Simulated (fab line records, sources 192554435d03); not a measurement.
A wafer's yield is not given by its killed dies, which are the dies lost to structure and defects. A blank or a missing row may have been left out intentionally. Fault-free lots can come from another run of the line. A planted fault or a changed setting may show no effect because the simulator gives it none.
Lot-split experiment    flow n5_finfet    39 wafers read from 7 lots, route of 1938 steps

THE SPLIT
At N5_DUMMY_GATE_ETCH_37 (etches SOC in N2/H2, target depth 60 nm, overetch 30 nm), the setting source_w was moved away from the recipe's 840 W on 12 of the 39 wafers read, by -14.5% to +14.1%. This setting was run at the recipe's value on the other wafers.

The reading comes from the split's own step.

THE READING
rf_vpp_V, in V, at N5_DUMMY_GATE_ETCH_37 (etches SOC in N2/H2, target depth 60 nm, overetch 30 nm). A value of 523.8 V with a standard deviation of 2.4 V is what fault-free wafers of this fab line usually give.

wafer   tool, chamber at the split  source_w as run, W  against the recipe  rf_vpp_V, V  against lot-mates on the recipe
L074.1  rie_diel-06, 0              840                 recipe              526.7        -
L074.2  rie_diel-06, 2              840                 recipe              526.1        -
L074.3  rie_diel-06, 3              840                 recipe              521.1        -
L074.4  rie_diel-06, 1              840                 recipe              523.2        -
L074.5  rie_diel-06, 2              840                 recipe              524.4        -
L074.6  rie_diel-06, 3              840                 recipe              521.8        -
L080.1  rie_diel-01, 2              840                 recipe              524.3        -
L080.2  rie_diel-01, 0              840                 recipe              523.6        -
L080.3  rie_diel-01, 1              930.7               +10.8%              502.3        -22.1
L080.4  rie_diel-01, 1              930.7               +10.8%              501.9        -22.5
L080.5  rie_diel-01, 0              930.7               +10.8%              505.2        -19.2
L080.6  rie_diel-01, 2              840                 recipe              525.4        -
L081.1  rie_diel-03, 1              840                 recipe              525.9        -
L081.2  rie_diel-03, 3              840                 recipe              522.3        -
L081.3  rie_diel-03, 2              840                 recipe              524.0        -
L081.4  rie_diel-03, 0              840                 recipe              522.5        -
L081.5  rie_diel-03, 1              840                 recipe              527.0        -
L081.6  rie_diel-03, 0              840                 recipe              522.1        -
L085.1  rie_diel-03, 1              840                 recipe              525.7        -
L085.2  rie_diel-03, 0              958.8               +14.1%              499.8        -24.8
L085.3  rie_diel-03, 2              958.8               +14.1%              502.9        -21.7
L085.4  rie_diel-03, 3              840                 recipe              522.0        -
L085.5  rie_diel-03, 1              840                 recipe              526.1        -
L085.6  rie_diel-03, 2              958.8               +14.1%              503.3        -21.3
L086.1  rie_diel-06, 1              909.8               +8.3%               507.9        -17.9
L086.2  rie_diel-06, 2              909.8               +8.3%               511.2        -14.6
L086.3  rie_diel-06, 3              840                 recipe              521.2        -
L086.4  rie_diel-06, 0              840                 recipe              528.8        -
L086.5  rie_diel-06, 3              909.8               +8.3%               508.3        -17.5
L086.6  rie_diel-06, 0              840                 recipe              527.4        -
L088.2  rie_diel-03, 1              840                 recipe              526.2        -
L088.3  rie_diel-03, 3              840                 recipe              522.0        -
L088.6  rie_diel-03, 3              840                 recipe              521.2        -
L089.1  rie_diel-01, 1              840                 recipe              519.9        -
L089.2  rie_diel-01, 3              718.6               -14.5%              553.6        +29.8
L089.3  rie_diel-01, 2              840                 recipe              525.4        -
L089.4  rie_diel-01, 3              718.6               -14.5%              554.2        +30.4
L089.5  rie_diel-01, 1              718.6               -14.5%              546.2        +22.4
L089.6  rie_diel-01, 2              840                 recipe              526.0        -

THE FIT
A straight line over all 39 wafers: rf_vpp_V changes by -1.79 V for each +1% of source_w; r = -0.98; the points scatter about the line by 2.6 V.
The same after taking each lot's own level away (the mean of its wafers on the recipe; 39 wafers): -1.83 V for each +1%; r = -0.98; scatter 2.5 V.
The reading moves by 26 V for the largest change in source_w, on that fit.
From 523.13 to 525.80 V: that is the span of the lots' own levels, equal to 1.1 times the standard deviation above.
Hence the lot-to-lot level has little effect on the slope; both slopes agree.
Check: +25.9 V against its lot-mates is what the line predicts for one of the wafers moved furthest among these (-14.5%) when that wafer is left out of the fit. Against them it came out at +29.8 V.
Tool readings at the split's step, against how far the setting was moved: rf_vpp_V r = -0.98.

OTHER SPLITS ON THESE WAFERS
Other splits were also applied to these wafers ahead of the reading. Each is held against what the fit with the lots' levels taken away leaves over:
other split on the same wafers  wafers away from the commonest value  r with rf_vpp_V (lot level and that fit taken away)
N5_FIN_CUT_ETCH_21 bias_w       12                                    +0.13

THE FILE'S OWN FIT
rf_vpp_V changes by -1.83 V for each +1% of source_w, r = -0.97.
